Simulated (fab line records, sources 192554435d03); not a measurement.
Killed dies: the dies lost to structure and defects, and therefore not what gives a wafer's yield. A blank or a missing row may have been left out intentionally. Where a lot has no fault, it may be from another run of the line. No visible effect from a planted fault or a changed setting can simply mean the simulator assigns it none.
A struck lot beside a sound one || flow n5-finfet || 38 out of 1938 route steps
Sound: the wafers L492.2, L492.4, L492.6. Struck: wafer L499.1. (L499.2, L499.5 of the same lot were not struck and are left out.) The cause comes at the end.
Each step with rows lists, per side, the tool, then ch with its chambers, then its first start. Under that, the readings that differ: sound wafers || struck wafers || difference of the means || sigmas: that difference in standard deviations of wafers without a fault.
alike: readings whose means differ by less than 2 such deviations, and words and numbers that are the same on both sides. not compared: withheld readings, readings that some wafer has no value for, bounds like >300 that may hide the same value, and numbers for which the record gives no deviation and whose values overlap.
Wherever a step has rows on one side only, a row that says differs or no value, or a row with sigmas, the two part there. Non-overlapping numbers with no deviation appear without sigmas and do not part them. A reading missing from all wafers of one side parts the sides only when that side holds two or more wafers.

first, 9 steps without rows for these wafers: N5_BEOL_M3_COAT_68 (time 60 s, resist thk 12 nm); N5_BEOL_M3_COAT_76 (time 60 s, resist thk 5 nm); N5_BEOL_M3_COAT_22 (resist thk 30 nm); N5_BEOL_M3_EBR_24; N5_BEOL_M3_SOFTBAKE_23 (time 60 s); N5_BEOL_M3_EXPOSE_25 (exposes mask V2, defocus 5 nm); N5_BEOL_M3_PEB_26 (peb time 60 s); N5_BEOL_M3_DEVELOP_27 (develop time 30 s); N5_BEOL_M3_DESCUM_33 (chemistry O2, time 7 s).
N5_BEOL_M3_ETCH_77: etches underlayer in N2/H2, target depth 6.5 nm, time 5.2 s.
  sound on rie-diel-05 ch 0,3, day 8 11:43; struck on rie-diel-06 ch 2, day 11 01:32
{"reading": "etch-rf-on-time-s (s)", "sound": "5.09 5.17 5.08", "struck": 5.26, "difference": "+0.15", "sigmas": "+2"}
{"reading": "rf-vpp-V (V)", "sound": "522 524 524", "struck": 517, "difference": -6, "sigmas": -2}
  alike: chamber-pressure-mTorr, drypump-motor-current-A, oes-product-au, showerhead-plenum-p-Torr, throttle-valve-pct
  not compared: rf-hours-counter-h
then, 27 steps without rows for these wafers: N5_BEOL_M3_ETCH_69 (etches SiARC in CF4, target depth 15.6 nm, time 26 s); N5_BEOL_M3_ALD_98 (deposits SiO2, target thk 2.5 nm, pulse time 1 s, co reactant pulse time 1 s); N5_BEOL_M3_ETCHBACK_99 (etches SiO2 in CHF3, target depth 5 nm, time 10.4 s); N5_BEOL_M3_ETCH_70 (etches SOC in N2/H2, target depth 80 nm, overetch 16 nm, time 120 s); N5_BEOL_M3_STRIP_71 (strips in N2/H2); N5_BEOL_M3_STRIP_78 (strips in N2/H2); N5_BEOL_M3_VIA_ETCH_34 (etches the open film in C4F6/O2, target depth 69.4 nm, time 65.9 s); N5_BEOL_M3_STRIP_83 (strips in C4F6/O2); N5_BEOL_M3_STRIP_36 (strips in N2/H2); N5_BEOL_M3_TRENCH_ETCH_37 (etches SiOC in C4F6/O2, target depth 55.555 nm, time 29.2 s); N5_BEOL_M3_ETCH_41 (etches SiCN in CH3F/O2, target depth 29.9 nm, time 52.5 s); N5_BEOL_M3_STRIP_97 (strips in N2/H2, time 10 s); N5_BEOL_M3_HM_STRIP_39 (strips TiN in peroxide tin strip, target depth 25 nm, time 158 s); N5_BEOL_M3_SRD_40 (time 30 s); N5_BEOL_M3_PRECLEAN_42 (cleans in residue remover, time 60 s); N5_BEOL_M3_SRD_43 (time 30 s); N5_BEOL_M3_DEGAS_44 (time 60 s); N5_BEOL_M3_PRE_CLEAN_45 (time 30 s); N5_BEOL_M3_ALD_84 (deposits TaN, pulse time 2 s, purge time 3 s, co reactant purge time 2 s); N5_BEOL_M3_SURFACE_TREAT_85; N5_BEOL_M3_CVD_47 (deposits Co from CCTBA/H2, target thk 3 nm, time 223.8 s); N5_BEOL_M3_SPUTTER_48 (material Cu, target thk 4.5 nm, time 8.29 s); N5_BEOL_M3_ANNEAL_49 (time 240 s); N5_BEOL_M3_SPUTTER_79 (material Cu, target thk 4.5 nm, time 8.29 s); N5_BEOL_M3_ANNEAL_80 (time 240 s); N5_BEOL_M3_SPUTTER_81 (material Cu, target thk 4.5 nm, time 8.29 s); N5_BEOL_M3_ANNEAL_82 (time 240 s).
-- a jump in the record: the struck wafers' starts before and after are 6 days apart (it breaks off in module BEOL_M3 and resumes in module PASSIVATION, where the first step shown is number 1936 of the route) --
N5_PASSIVATION_PROBE_49:
  sound on prober-02 at day 14 08:10; struck on prober-01 at day 16 16:23
{"reading": "defect-limited-yield (%)", "sound": "89.3 89.0 89.2", "struck": 82.7, "difference": -6.5, "sigmas": -4}
{"reading": "killed_at_M0_to_M3", "sound": "42 42 49", "struck": 134, "difference": "+90", "sigmas": "+9"}
{"reading": "killed_at_M4_up", "sound": "17 26 10", "struck": 7, "difference": -11, "sigmas": -2}
{"reading": "killed-dies", "sound": "126 130 127", "struck": 204, "difference": "+76", "sigmas": "+4"}
{"reading": "killed-on-rim", "sound": "14 13 14", "struck": 32, "difference": "+18", "sigmas": "+4"}
{"reading": "killed-open", "sound": "80 88 83", "struck": 51, "difference": -33, "sigmas": -3}
{"reading": "sort_bin_5_function (%)", "sound": "6.5 7.3 5.7", "struck": 10.8, "difference": "+4.3", "sigmas": "+5"}
{"reading": "sort-n-pass", "sound": "1054 1050 1053", "struck": 976, "difference": -76, "sigmas": -4}
{"reading": "sort-yield-pct (%)", "sound": "89.3 89.0 89.2", "struck": 82.7, "difference": -6.5, "sigmas": -4}
  alike: killed-at-contacts, killed-at-front-end, killed-at-other, killed-short, sort_bin_6_memory

## WHERE THEY PART
At N5_BEOL_M3_ETCH_77 first; at N5_PASSIVATION_PROBE_49 last (within this record only).

WHY: what the simulator had put in
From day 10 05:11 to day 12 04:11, rie-diel-06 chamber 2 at N5_BEOL_M3_ETCH_77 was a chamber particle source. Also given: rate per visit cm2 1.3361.
